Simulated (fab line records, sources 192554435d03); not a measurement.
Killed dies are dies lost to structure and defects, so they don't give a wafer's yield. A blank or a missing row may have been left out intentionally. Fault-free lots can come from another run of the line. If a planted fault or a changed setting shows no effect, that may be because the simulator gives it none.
Which tool was responsible?    flow n5Finfet    Sampling: 10 lots, 28 wafers, 5 of 1938 route steps

WHAT THE GAUGES READ, wafer by wafer
N5_MOL_CONTACT_COAG_INSPECT_57: inspects for defects (brightfield). Usual: rawDefectCount reads 222 (standard deviation 56).
lot   measured      on                rawDefectCount  flag
L208  day 5 10:54   defectInspect-01  291 184 230     
L210  day 5 19:38   defectInspect-01  183 191 177     
L209  day 6 01:18   defectInspect-01  213 259 172     
L211  day 6 04:01   defectInspect-01  243 228 163     
L212  day 6 08:46   defectInspect-01  346 290 145     
L217  day 7 17:38   defectInspect-02  181 246 197     
L218  day 7 20:55   defectInspect-02  177 272         
L219  day 8 09:09   defectInspect-01  293 207 343     
L228  day 10 13:05  defectInspect-01  137 179 235     
L229  day 10 20:32  defectInspect-01  224 232         

N5_BEOL_M4_RC_MEAS_101. Usual: DIBL_N 35.7 mV/V, standard deviation 1.5; DIBL_P 35.7 mV/V, standard deviation 2; IOFF_N 0.155 nA/um, standard deviation 0.026; IOFF_P 0.20 nA/um, standard deviation 0.031; ION_N 675 uA/um, standard deviation 11; ION_P 462 uA/um, standard deviation 7.1; SS_N 71.3 mV/dec, standard deviation 0.57; SS_P 73.1 mV/dec, standard deviation 0.56; VT_N 250 mV, standard deviation 3; VT_P -251 mV, standard deviation 3.
lot   measured      on         DIBL_N (mV/V)   DIBL_P (mV/V)   IOFF_N (nA/um)     IOFF_P (nA/um)  ION_N (uA/um)  ION_P (uA/um)  SS_N (mV/dec)   SS_P (mV/dec)   VT_N (mV)    VT_P (mV)       flag
L208  day 8 17:17   prober-01  37.9 37.5 35.9  38.4 37.2 36.3  0.208 0.182 0.166  0.24 0.23 0.22  696 671 688    472 461 474    72.1 71.8 70.9  73.4 73.3 73.4  245 247 247  -247 -248 -249  
L210  day 9 03:11   prober-01  33.4 34.5 38.2  31.3 33.0 37.4  0.106 0.128 0.184  0.17 0.19 0.25  662 681 683    458 469 470    70.5 71.2 72.4  72.4 73.6 74.7  255 252 248  -253 -251 -248  
L209  day 9 02:08   prober-02  34.0 36.0 33.7  33.8 37.2 33.5  0.141 0.186 0.142  0.19 0.26 0.19  683 685 678    462 468 465    71.2 71.9 70.4  72.1 73.3 72.3  250 245 249  -250 -246 -250  
L211  day 9 07:03   prober-02  36.1 37.1 35.4  34.7 34.5 32.9  0.165 0.181 0.140  0.21 0.20 0.18  674 694 678    460 468 464    72.0 72.9 71.3  72.9 73.0 72.6  248 248 251  -251 -252 -252  
L212  day 9 06:25   prober-01  32.8 30.9 34.8  32.8 30.8 34.6  0.124 0.101 0.152  0.17 0.14 0.19  669 638 676    460 444 460    71.5 69.9 71.7  72.4 71.8 72.7  251 256 247  -251 -255 -252  
L217  day 10 16:27  prober-01  34.5 37.3 37.2  35.2 38.2 37.7  0.134 0.171 0.164  0.16 0.20 0.20  678 684 682    463 462 461    71.0 72.0 71.2  72.7 74.3 74.1  251 247 250  -255 -254 -252  
L218  day 10 18:20  prober-02  34.3 36.0       32.8 35.0       0.128 0.170        0.16 0.20       664 689        452 464        70.4 71.7       73.3 73.6       251 246      -253 -251       
L219  day 11 12:53  prober-01  35.4 34.8 34.9  35.9 35.0 34.9  0.176 0.153 0.155  0.23 0.21 0.21  693 682 678    478 471 470    71.7 70.9 70.7  73.7 73.1 73.3  246 249 248  -247 -248 -250  
L228  day 14 00:05  prober-02  31.0 36.2 37.6  29.9 35.2 38.5  0.093 0.162 0.201  0.14 0.20 0.26  657 678 679    459 460 464    69.6 71.8 71.5  71.6 73.4 73.3  255 248 249  -254 -250 -248  
L229  day 14 00:10  prober-01  36.4 37.0       38.0 39.4       0.163 0.172        0.20 0.22       666 676        459 464        71.1 71.1       73.1 73.1       246 249      -252 -251       

WHAT TOOL EACH LOT RAN ON (gives the tool, then ch and the chambers of the sampled wafers, and finally the start)
lot   N5_MOL_CONTACT_COAG_ETCH_47        N5_MOL_CONTACT_COAG_COAT_64       N5_MOL_CONTACT_COAG_ALD_133
L208  rieDiel-03 ch 0,1,3, day 5 11:31   lithoTrack-01 ch 0, day 5 11:47   aldSin-04 ch 0,2,3, day 5 12:48
L210  rieDiel-06 ch 0,2,3, day 5 20:19   lithoTrack-01 ch 0, day 5 20:35   aldSin-03 ch 0,1,2, day 5 21:14
L209  rieDiel-06 ch 0,2,3, day 6 02:09   lithoTrack-01 ch 0, day 6 02:25   aldSin-03 ch 1,3, day 6 03:11
L211  rieDiel-01 ch 2,3, day 6 05:00     lithoTrack-01 ch 0, day 6 05:16   aldSin-02 ch 0,1,2, day 6 06:26
L212  rieDiel-06 ch 0,2,3, day 6 09:23   lithoTrack-01 ch 0, day 6 09:39   aldSin-03 ch 0,1,2, day 6 10:11
L217  rieDiel-06 ch 0,2, day 7 18:14     lithoTrack-01 ch 0, day 7 18:31   aldSin-02 ch 0,2,3, day 7 19:04
L218  rieDiel-01 ch 0,1, day 7 21:33     lithoTrack-02 ch 0, day 7 21:47   aldSin-03 ch 2,3, day 7 22:45
L219  rieDiel-06 ch 0,1,2, day 8 09:49   lithoTrack-01 ch 0, day 8 10:05   aldSin-02 ch 0,2,3, day 8 11:17
L228  rieDiel-01 ch 0,2,3, day 10 14:17  lithoTrack-05 ch 0, day 10 14:34  aldSin-04 ch 0,2,3, day 10 15:06
L229  rieDiel-01 ch 1,2, day 10 22:51    lithoTrack-05 ch 0, day 10 23:08  aldSin-03 ch 1,2, day 11 00:20
- N5_MOL_CONTACT_COAG_ETCH_47: etches SiNx in CH3F/O2, stops on W, target depth 27 nm.
- N5_MOL_CONTACT_COAG_COAT_64: time 60 s, resist thk 10 nm.
- N5_MOL_CONTACT_COAG_ALD_133: deposits SiO2, target thk 5 nm, pulse time 1 s, co reactant pulse time 1 s.

AS READ BY THE TOOLS THEMSELVES (means over the sampled wafers that have a number; for cases with no such wafer, the mark the record gives instead)
N5_MOL_CONTACT_COAG_ETCH_47. Usual: drypumpMotorCurrentA 5.8 A, standard deviation 0.53; etchRfOnTimeS 31.0 s, standard deviation 0.6; oesProductAu 0.70 a.u., standard deviation 0.085; rfVppV 298 V, standard deviation 6.7; showerheadPlenumPTorr 2.04 Torr, standard deviation 0.07; throttleValvePct 16.31 %, standard deviation 0.19.
lot   tool        drypumpMotorCurrentA (A)  etchRfOnTimeS (s)  oesProductAu (a.u.)  rfVppV (V)  showerheadPlenumPTorr (Torr)  throttleValvePct (%)  flag
L208  rieDiel-03  5.5                       30.8               0.75                 297         2.01                          16.21                 
L210  rieDiel-06  5.8                       31.2               0.63                 295         1.98                          16.45                 
L209  rieDiel-06  5.8                       31.3               0.63                 295         1.98                          16.46                 
L211  rieDiel-01  6.1                       30.7               0.68                 301         2.07                          16.32                 
L212  rieDiel-06  5.8                       31.5               0.62                 295         1.98                          16.47                 
L217  rieDiel-06  6.1                       31.6               0.62                 295         2.00                          16.45                 
L218  rieDiel-01  6.0                       31.8               0.65                 292         2.00                          16.27                 
L219  rieDiel-06  6.2                       31.3               0.62                 301         2.04                          16.44                 
L228  rieDiel-01  6.0                       30.5               0.76                 300         2.08                          16.12                 
L229  rieDiel-01  5.5                       30.6               0.81                 296         2.13                          16.04                 

N5_MOL_CONTACT_COAG_COAT_64. Usual: spinSpeedRpm reads 1499.9 rpm (standard deviation 1).
lot   tool           spinSpeedRpm (rpm)  flag
L208  lithoTrack-01  1498.9              
L210  lithoTrack-01  1500.7              
L209  lithoTrack-01  1499.5              
L211  lithoTrack-01  1500.1              
L212  lithoTrack-01  1499.8              
L217  lithoTrack-01  1656.1              OFF
L218  lithoTrack-02  1499.8              
L219  lithoTrack-01  1656.6              OFF
L228  lithoTrack-05  1499.9              
L229  lithoTrack-05  1500.0              

N5_MOL_CONTACT_COAG_ALD_133. Usual: heaterPowerW 75 W, standard deviation 8.7; precursorPulseHeightRel 1.000, standard deviation 0.02.
lot   tool       heaterPowerW (W)  precursorPulseHeightRel  flag
L208  aldSin-04  79                1.000                    
L210  aldSin-03  73                1.015                    
L209  aldSin-03  80                0.996                    
L211  aldSin-02  74                0.989                    
L212  aldSin-03  74                1.010                    
L217  aldSin-02  72                0.984                    
L218  aldSin-03  72                1.008                    
L219  aldSin-02  74                1.007                    
L228  aldSin-04  79                1.010                    
L229  aldSin-03  75                1.008                    

THE ANSWER, worked out from the rows above alone
Rule: a lot is off if the mean of its wafers that have a number lies more than 3 standard deviations from the usual mean. A lot without any number at a reading at which 4 lots or more have one is off too. All remaining lots with rows at the step are treated as sound. First the gauges in route order, then the tools' own readings, where a lot's mean is used as printed above. The first step at which some lot is off is used, and at that step the reading that is off furthest; a lot without a number counts as furthest.
Off: L217, L219 (N5_MOL_CONTACT_COAG_COAT_64, spinSpeedRpm).
If a tool, at that step or one of the process steps before it, ran each lot that is off and ran no sound lot following the first of them, it fits. Undecided on this evidence; 2 tools fit (rieDiel-06 at N5_MOL_CONTACT_COAG_ETCH_47, lithoTrack-01 at N5_MOL_CONTACT_COAG_COAT_64).

WHAT THE SIMULATOR HAD PUT IN
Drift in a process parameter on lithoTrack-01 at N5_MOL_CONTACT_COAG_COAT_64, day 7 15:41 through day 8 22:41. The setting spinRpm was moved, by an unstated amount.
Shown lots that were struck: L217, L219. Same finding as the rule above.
